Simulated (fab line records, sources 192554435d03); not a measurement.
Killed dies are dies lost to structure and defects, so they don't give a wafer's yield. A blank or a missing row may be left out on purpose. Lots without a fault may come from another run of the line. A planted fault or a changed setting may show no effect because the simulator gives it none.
Which tool did it? | flow n5_finfet | 24 lots, 72 wafers sampled, at 5 steps of a route of 1938

WHAT THE GAUGES READ, wafer by wafer
N5_MOL_CONTACT_COAG_CD_MEAS_84: target cd 25.1 nm.
lot  | measured     | on        | cd_nm (nm)
L074 | day 5 06:47  | cd_sem-02 | 25.17 25.40 25.29
L075 | day 5 12:25  | cd_sem-02 | 24.80 25.39 25.42
L076 | day 5 13:32  | cd_sem-03 | 25.12 25.16 24.74
L077 | day 5 18:52  | cd_sem-01 | 25.06 24.94 25.08
L078 | day 6 02:24  | cd_sem-03 | 24.94 25.02 25.22
L079 | day 6 10:03  | cd_sem-03 | 25.04 25.34 25.00
L080 | day 6 15:55  | cd_sem-03 | 25.09 25.21 25.56
L081 | day 6 20:12  | cd_sem-02 | 25.40 25.00 25.09
L082 | day 7 00:56  | cd_sem-01 | 25.18 25.05 25.45
L083 | day 7 08:49  | cd_sem-03 | 25.04 25.22 24.90
L084 | day 7 12:59  | cd_sem-03 | 25.11 25.20 25.23
L085 | day 7 19:34  | cd_sem-03 | 25.10 25.08 25.04
L086 | day 8 04:52  | cd_sem-01 | 25.42 25.32 25.14
L087 | day 8 10:40  | cd_sem-03 | 25.20 24.96 25.30
L088 | day 8 13:19  | cd_sem-01 | 25.23 25.53 25.35
L089 | day 8 21:04  | cd_sem-01 | 25.47 25.05 25.28
L090 | day 9 03:58  | cd_sem-01 | 25.41 25.13 25.16
L091 | day 10 00:53 | cd_sem-01 | 25.35 25.35 25.19
L092 | day 10 01:23 | cd_sem-01 | 25.12 24.49 25.26
L093 | day 10 06:28 | cd_sem-02 | 25.07 25.19 25.22
L094 | day 10 13:14 | cd_sem-03 | 25.25 25.57 25.40
L095 | day 10 16:38 | cd_sem-03 | 24.93 25.03 25.27
L096 | day 10 23:46 | cd_sem-03 | 25.55 25.32 25.17
L097 | day 10 23:59 | cd_sem-03 | 24.98 25.32 25.36

N5_MOL_CONTACT_COAG_CD_MEAS_101: target cd 16 nm.
lot  | measured     | on        | cd_nm (nm)
L074 | day 5 09:02  | cd_sem-01 | 15.84 15.81 15.84
L075 | day 5 15:06  | cd_sem-02 | 15.40 15.66 16.00
L076 | day 5 15:55  | cd_sem-01 | 16.05 15.73 15.92
L077 | day 5 21:49  | cd_sem-01 | 16.10 16.11 16.24
L078 | day 6 04:59  | cd_sem-03 | 16.23 16.01 15.74
L079 | day 6 12:35  | cd_sem-03 | 15.75 15.76 15.41
L080 | day 6 18:14  | cd_sem-02 | 15.71 15.91 15.80
L081 | day 6 23:35  | cd_sem-02 | 16.12 15.79 16.17
L082 | day 7 04:11  | cd_sem-02 | 15.97 15.93 16.01
L083 | day 7 12:27  | cd_sem-02 | 16.06 15.88 15.93
L084 | day 7 15:21  | cd_sem-01 | 15.55 15.55 15.98
L085 | day 7 22:07  | cd_sem-03 | 15.66 15.48 15.79
L086 | day 8 07:37  | cd_sem-01 | 16.08 16.26 15.98
L087 | day 8 14:19  | cd_sem-01 | 15.79 16.27 16.07
L088 | day 8 16:36  | cd_sem-01 | 16.54 16.14 15.82
L089 | day 9 08:40  | cd_sem-02 | 16.50 16.19 16.06
L090 | day 9 10:02  | cd_sem-02 | 15.80 15.91 16.35
L091 | day 10 03:21 | cd_sem-03 | 16.43 15.98 16.34
L092 | day 10 04:13 | cd_sem-03 | 16.16 15.94 15.80
L093 | day 10 08:40 | cd_sem-03 | 15.37 15.89 15.62
L094 | day 10 15:35 | cd_sem-02 | 15.99 16.61 15.67
L095 | day 10 19:22 | cd_sem-02 | 16.17 16.17 15.90
L096 | day 11 02:53 | cd_sem-02 | 15.76 15.49 16.10
L097 | day 11 04:05 | cd_sem-01 | 15.98 15.93 15.79

WHICH TOOL RAN EACH LOT (tool, then ch and the chambers of the sampled wafers, then the start)
lot  | N5_MOL_CONTACT_COAG_ETCH_90        | N5_MOL_CONTACT_COAG_VIA_ETCH_117   | N5_MOL_CONTACT_COAG_STRIP_49
L074 | rie_diel-01 ch 0,3, day 5 06:58    | rie_diel-04 ch 0,1,2, day 5 08:41  | plasma_asher-02 ch 0,1, day 5 08:53
L075 | rie_diel-01 ch 0,1, day 5 12:57    | rie_diel-01 ch 0,2, day 5 14:45    | plasma_asher-01 ch 0,1, day 5 14:57
L076 | rie_diel-05 ch 0,1,2, day 5 13:43  | rie_diel-05 ch 0,1,2, day 5 15:34  | plasma_asher-01 ch 0,1, day 5 15:46
L077 | rie_diel-04 ch 0,2, day 5 19:36    | rie_diel-04 ch 0,1,2, day 5 21:28  | plasma_asher-01 ch 0,1, day 5 21:40
L078 | rie_diel-05 ch 0,1,2, day 6 02:35  | rie_diel-05 ch 0,3, day 6 04:15    | plasma_asher-02 ch 0,1, day 6 04:51
L079 | rie_diel-01 ch 0,3, day 6 10:14    | rie_diel-01 ch 0,2,3, day 6 12:14  | plasma_asher-02 ch 0,1, day 6 12:26
L080 | rie_diel-04 ch 1,2, day 6 16:05    | rie_diel-01 ch 0,2,3, day 6 17:53  | plasma_asher-02 ch 1, day 6 18:06
L081 | rie_diel-01 ch 0,3, day 6 20:50    | rie_diel-01 ch 0,3, day 6 23:13    | plasma_asher-01 ch 0,1, day 6 23:26
L082 | rie_diel-01 ch 0,1,3, day 7 01:13  | rie_diel-04 ch 0,1,2, day 7 03:50  | plasma_asher-01 ch 0,1, day 7 04:02
L083 | rie_diel-05 ch 1,3, day 7 09:37    | rie_diel-01 ch 0,1,3, day 7 12:06  | plasma_asher-01 ch 0,1, day 7 12:19
L084 | rie_diel-01 ch 0,2,3, day 7 13:10  | rie_diel-04 ch 0,1, day 7 14:59    | plasma_asher-01 ch 0,1, day 7 15:12
L085 | rie_diel-04 ch 2,3, day 7 19:44    | rie_diel-04 ch 1,3, day 7 21:45    | plasma_asher-01 ch 0,1, day 7 21:58
L086 | rie_diel-01 ch 1,2,3, day 8 05:03  | rie_diel-01 ch 1,2,3, day 8 07:15  | plasma_asher-01 ch 0,1, day 8 07:28
L087 | rie_diel-04 ch 2,3, day 8 11:35    | rie_diel-04 ch 2,3, day 8 13:52    | plasma_asher-01 ch 0, day 8 14:10
L088 | rie_diel-04 ch 2,3, day 8 13:32    | rie_diel-04 ch 2,3, day 8 15:49    | plasma_asher-02 ch 0,1, day 8 16:27
L089 | rie_diel-05 ch 1,2,3, day 8 21:15  | rie_diel-04 ch 0,3, day 9 07:44    | plasma_asher-01 ch 0, day 9 08:30
L090 | rie_diel-01 ch 1,3, day 9 04:08    | rie_diel-04 ch 0,2,3, day 9 09:41  | plasma_asher-01 ch 0,1, day 9 09:53
L091 | rie_diel-01 ch 0,3, day 10 01:10   | rie_diel-05 ch 1,3, day 10 03:00   | plasma_asher-01 ch 0,1, day 10 03:12
L092 | rie_diel-04 ch 1,3, day 10 01:44   | rie_diel-01 ch 1,3, day 10 03:52   | plasma_asher-02 ch 0,1, day 10 04:04
L093 | rie_diel-01 ch 0,1,3, day 10 06:38 | rie_diel-01 ch 0,1,3, day 10 08:19 | plasma_asher-02 ch 0,1, day 10 08:32
L094 | rie_diel-05 ch 0,1,2, day 10 13:25 | rie_diel-04 ch 1,2,3, day 10 15:14 | plasma_asher-01 ch 0,1, day 10 15:26
L095 | rie_diel-04 ch 1,2, day 10 16:49   | rie_diel-04 ch 0,1, day 10 19:00   | plasma_asher-01 ch 0,1, day 10 19:13
L096 | rie_diel-01 ch 0,2,3, day 11 00:11 | rie_diel-05 ch 1,2,3, day 11 02:32 | plasma_asher-02 ch 0,1, day 11 02:44
L097 | rie_diel-05 ch 2,3, day 11 00:42   | rie_diel-04 ch 1,2,3, day 11 03:44 | plasma_asher-02 ch 0,1, day 11 03:56
- N5_MOL_CONTACT_COAG_ETCH_90: etches SiARC in CF4, target depth 13 nm, time 21.7 s.
- N5_MOL_CONTACT_COAG_VIA_ETCH_117: etches SiO2 in C4F6/O2, target depth 40 nm, overetch 8 nm, time 26 s.
- N5_MOL_CONTACT_COAG_STRIP_49: strips in N2/H2, time 30 s.

WHAT THE TOOLS THEMSELVES READ (means of the sampled wafers that have a number; where no wafer has one, the mark that the record gives instead)
N5_MOL_CONTACT_COAG_ETCH_90.
lot  | tool        | drypump_motor_current_A (A) | etch_rf_on_time_s (s) | oes_product_au (a.u.) | rf_vpp_V (V) | showerhead_plenum_p_Torr (Torr) | throttle_valve_pct (%)
L074 | rie_diel-01 | 5.6                         | 21.4                  | 0.71                  | 184.5        | 2.13                            | 15.67
L075 | rie_diel-01 | 6.2                         | 21.7                  | 0.74                  | 183.4        | 2.12                            | 15.53
L076 | rie_diel-05 | 6.1                         | 21.9                  | 0.68                  | 185.4        | 2.21                            | 15.66
L077 | rie_diel-04 | 6.0                         | 22.4                  | 0.59                  | 184.4        | 2.18                            | 15.81
L078 | rie_diel-05 | 6.1                         | 21.7                  | 0.68                  | 185.0        | 2.21                            | 15.67
L079 | rie_diel-01 | 6.1                         | 21.6                  | 0.73                  | 182.8        | 2.12                            | 15.57
L080 | rie_diel-04 | 5.8                         | 21.8                  | 0.61                  | 183.3        | 2.13                            | 15.86
L081 | rie_diel-01 | 6.1                         | 21.5                  | 0.73                  | 184.3        | 2.12                            | 15.58
L082 | rie_diel-01 | 5.8                         | 21.3                  | 0.70                  | 184.1        | 2.13                            | 15.68
L083 | rie_diel-05 | 6.4                         | 21.8                  | 0.68                  | 184.0        | 2.13                            | 15.56
L084 | rie_diel-01 | 5.6                         | 21.8                  | 0.67                  | 184.1        | 2.15                            | 15.64
L085 | rie_diel-04 | 5.5                         | 21.8                  | 0.68                  | 185.0        | 2.16                            | 15.76
L086 | rie_diel-01 | 5.3                         | 21.8                  | 0.64                  | 184.3        | 2.16                            | 15.77
L087 | rie_diel-04 | 5.5                         | 22.0                  | 0.66                  | 184.1        | 2.16                            | 15.76
L088 | rie_diel-04 | 5.5                         | 21.6                  | 0.73                  | 184.2        | 2.17                            | 15.61
L089 | rie_diel-05 | 6.2                         | 21.4                  | 0.66                  | 184.7        | 2.14                            | 15.72
L090 | rie_diel-01 | 5.4                         | 21.6                  | 0.66                  | 183.5        | 2.14                            | 15.84
L091 | rie_diel-01 | 5.6                         | 21.5                  | 0.68                  | 184.7        | 2.12                            | 15.75
L092 | rie_diel-04 | 6.0                         | 21.3                  | 0.81                  | 184.0        | 2.13                            | 15.39
L093 | rie_diel-01 | 5.8                         | 21.7                  | 0.66                  | 183.6        | 2.12                            | 15.75
L094 | rie_diel-05 | 6.1                         | 22.0                  | 0.65                  | 185.1        | 2.20                            | 15.73
L095 | rie_diel-04 | 5.7                         | 21.9                  | 0.66                  | 184.1        | 2.12                            | 15.75
L096 | rie_diel-01 | 5.6                         | 21.6                  | 0.73                  | 183.9        | 2.14                            | 15.54
L097 | rie_diel-05 | 6.0                         | 21.9                  | 0.63                  | 183.7        | 2.16                            | 15.90

N5_MOL_CONTACT_COAG_VIA_ETCH_117.
lot  | tool        | O2_flow_sccm (sccm) | drypump_motor_current_A (A) | oes_product_au (a.u.) | rf_vpp_V (V) | showerhead_plenum_p_Torr (Torr) | throttle_valve_pct (%)
L074 | rie_diel-04 | 10.00               | 6.0                         | 0.63                  | 1595         | 2.86                            | 41.29
L075 | rie_diel-01 | 10.01               | 6.0                         | 0.76                  | 1607         | 2.84                            | 40.95
L076 | rie_diel-05 | 10.01               | 6.1                         | 0.71                  | 1589         | 2.93                            | 41.10
L077 | rie_diel-04 | 10.02               | 6.0                         | 0.63                  | 1594         | 2.86                            | 41.29
L078 | rie_diel-05 | 9.98                | 5.8                         | 0.75                  | 1595         | 2.92                            | 41.20
L079 | rie_diel-01 | 10.00               | 5.6                         | 0.70                  | 1596         | 2.86                            | 41.10
L080 | rie_diel-01 | 9.98                | 5.6                         | 0.71                  | 1595         | 2.85                            | 41.10
L081 | rie_diel-01 | 9.97                | 5.6                         | 0.73                  | 1576         | 2.83                            | 41.31
L082 | rie_diel-04 | 9.98                | 6.0                         | 0.63                  | 1593         | 2.85                            | 41.30
L083 | rie_diel-01 | 10.01               | 5.8                         | 0.71                  | 1580         | 2.83                            | 41.26
L084 | rie_diel-04 | 9.99                | 6.2                         | 0.61                  | 1597         | 2.83                            | 41.24
L085 | rie_diel-04 | 10.07               | 6.0                         | 0.68                  | 1593         | 2.83                            | 41.27
L086 | rie_diel-01 | 10.01               | 5.3                         | 0.66                  | 1589         | 2.87                            | 41.18
L087 | rie_diel-04 | 10.00               | 5.6                         | 0.70                  | 1586         | 2.86                            | 41.42
L088 | rie_diel-04 | 10.02               | 5.6                         | 0.70                  | 1586         | 2.86                            | 41.43
L089 | rie_diel-04 | 10.00               | 6.0                         | 0.82                  | 1603         | 2.91                            | 41.02
L090 | rie_diel-04 | 9.99                | 5.8                         | 0.76                  | 1595         | 2.88                            | 41.23
L091 | rie_diel-05 | 10.01               | 6.4                         | 0.70                  | 1575         | 2.81                            | 41.04
L092 | rie_diel-01 | 10.03               | 5.5                         | 0.67                  | 1573         | 2.83                            | 41.36
L093 | rie_diel-01 | 9.99                | 5.8                         | 0.71                  | 1580         | 2.82                            | 41.28
L094 | rie_diel-04 | 9.99                | 5.7                         | 0.75                  | 1590         | 2.84                            | 41.22
L095 | rie_diel-04 | 10.02               | 6.2                         | 0.82                  | 1602         | 2.86                            | 40.94
L096 | rie_diel-05 | 10.02               | 6.2                         | 0.68                  | 1580         | 2.84                            | 41.07
L097 | rie_diel-04 | 9.98                | 5.8                         | 0.75                  | 1590         | 2.84                            | 41.22

N5_MOL_CONTACT_COAG_STRIP_49.
lot  | tool            | drypump_motor_current_A (A) | heater_power_w (W)
L074 | plasma_asher-02 | 5.87                        | 336
L075 | plasma_asher-01 | 5.66                        | 358
L076 | plasma_asher-01 | 5.68                        | 360
L077 | plasma_asher-01 | 5.69                        | 359
L078 | plasma_asher-02 | 5.80                        | 317
L079 | plasma_asher-02 | 5.87                        | 334
L080 | plasma_asher-02 | 5.73                        | 304
L081 | plasma_asher-01 | 5.73                        | 351
L082 | plasma_asher-01 | 5.70                        | 349
L083 | plasma_asher-01 | 5.70                        | 352
L084 | plasma_asher-01 | 5.68                        | 361
L085 | plasma_asher-01 | 5.69                        | 359
L086 | plasma_asher-01 | 5.68                        | 361
L087 | plasma_asher-01 | 5.64                        | 353
L088 | plasma_asher-02 | 5.79                        | 318
L089 | plasma_asher-01 | 5.66                        | 367
L090 | plasma_asher-01 | 5.69                        | 361
L091 | plasma_asher-01 | 5.72                        | 352
L092 | plasma_asher-02 | 5.80                        | 323
L093 | plasma_asher-02 | 5.81                        | 315
L094 | plasma_asher-01 | 5.71                        | 347
L095 | plasma_asher-01 | 5.69                        | 351
L096 | plasma_asher-02 | 5.87                        | 340
L097 | plasma_asher-02 | 5.86                        | 335

THE ANSWER, worked out from the rows above alone
Rule: what is usual is taken from the lots themselves. Put in order of their means at a reading, lots are off if they are a third of the lots or fewer, leave a main group of 4 or more, and stand apart from it by a gap of 3 or more times the standard deviation of the main group's means; of several such gaps the widest counts. A main group whose means are all the same, to the digits that the tables above print for the reading, isn't used. A lot without any number at a reading at which 4 lots or more have one is off too. The other lots that the step has rows for count as sound. The gauges are gone through in route order, then the tools' own readings, and for those a lot's mean is taken as printed above. The first step at which some lot is off is used, and at that step the reading that is off furthest; a lot without a number counts as furthest.
No lot is off at any reading shown: from this, nothing can be told.

WHAT THE SIMULATOR HAD PUT IN
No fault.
